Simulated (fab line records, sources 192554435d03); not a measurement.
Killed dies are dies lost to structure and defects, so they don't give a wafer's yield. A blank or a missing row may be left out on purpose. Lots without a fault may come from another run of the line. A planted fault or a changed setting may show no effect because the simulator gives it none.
A struck lot beside a sound one | flow n5_finfet | 15 steps out of a route of 1938
Sound: wafers L696.3, L696.4, L696.5. Struck: wafers L700.1, L700.4, L700.5. The cause comes at the end.
At each step with rows: each side's tool, then ch and its chambers, then its first start. Under that, the readings that differ: sound wafers | struck wafers | difference of the means | sigmas: that difference in standard deviations of wafers without a fault.
alike: readings whose means differ by less than 2 such deviations, and words and numbers that are the same on both sides. not compared: withheld readings, readings that some wafer has no value for, bounds like >300 that may hide the same value, and numbers for which the record gives no deviation and whose values overlap.
The two part at a step that has a row with sigmas, a row that says differs or no value, or rows on one side only. Numbers that don't overlap but have no deviation are shown without sigmas and don't part them. A reading that every wafer of one side lacks parts them only if that side has two wafers or more.

N5_BEOL_M5_CD_MEAS_35: target cd 28 nm, target cd y 24 nm.
  sound on cd_sem-01, day 9 08:25; struck on cd_sem-01, day 10 03:22
  alike: cd_nm
N5_BEOL_M5_CURE_80: cures SiCOH lowk, time 120 s.
  sound on uv_cure-03 ch 1, day 9 08:34; struck on uv_cure-01 ch 1, day 10 03:24
  alike: lamp_power_pct, wafer_temp_C_max
N5_BEOL_M5_DEGAS_44: time 60 s.
  sound on pvd_sputter-03, day 9 08:49; struck on pvd_sputter-02, day 10 04:28
  alike: heater_power_w, susceptor_temp_C
then, 2 steps without rows for these wafers: N5_BEOL_M5_PRE_CLEAN_45 (time 30 s); N5_BEOL_M5_ALD_86 (deposits TaN, pulse time 2 s, purge time 3 s, co reactant purge time 2 s).
N5_BEOL_M5_SURFACE_TREAT_87:
  sound on pvd_sputter-03, day 9 09:09; struck on pvd_sputter-02, day 10 04:52
  alike: ar_flow_sccm
  not compared: throttle_valve_pct
then, 3 steps without rows for these wafers: N5_BEOL_M5_CVD_47 (deposits Co from CCTBA/H2, target thk 3 nm, time 216 s); N5_BEOL_M5_SPUTTER_48 (material Cu, target thk 15 nm, time 27.62 s); N5_BEOL_M5_ANNEAL_49 (time 1800 s).
N5_BEOL_M5_SPUTTER_81: material Cu, target thk 15 nm, time 27.62 s.
  sound on pvd_sputter-02, day 9 10:28; struck on pvd_sputter-02, day 10 06:28
  alike: susceptor_temp_C, throttle_valve_pct
then, 2 steps without rows for these wafers: N5_BEOL_M5_ANNEAL_82 (time 1800 s); N5_BEOL_M5_SPUTTER_83 (material Cu, target thk 15 nm, time 27.62 s).
N5_BEOL_M5_ANNEAL_84: time 1800 s.
  sound on pvd_sputter-02, day 9 11:38; struck on pvd_sputter-02, day 10 07:38
  no value came back on the struck wafers for heater_power_w (W), susceptor_temp_C (C); on the sound wafers heater_power_w (W) reads 607 811 799
N5_BEOL_M5_SPUTTER_88: material Cu, target thk 15 nm, time 27.62 s.
  sound on pvd_sputter-02, day 9 12:38; struck on pvd_sputter-02, day 10 08:38
  alike: susceptor_temp_C, throttle_valve_pct
N5_PASSIVATION_PROBE_49:
  the record has rows for the sound wafers here (prober-01, day 13 02:52) and none for the struck ones

WHERE THEY PART
First at N5_BEOL_M5_ANNEAL_84; last, within this record, at N5_PASSIVATION_PROBE_49.

WHY: what the simulator had put in
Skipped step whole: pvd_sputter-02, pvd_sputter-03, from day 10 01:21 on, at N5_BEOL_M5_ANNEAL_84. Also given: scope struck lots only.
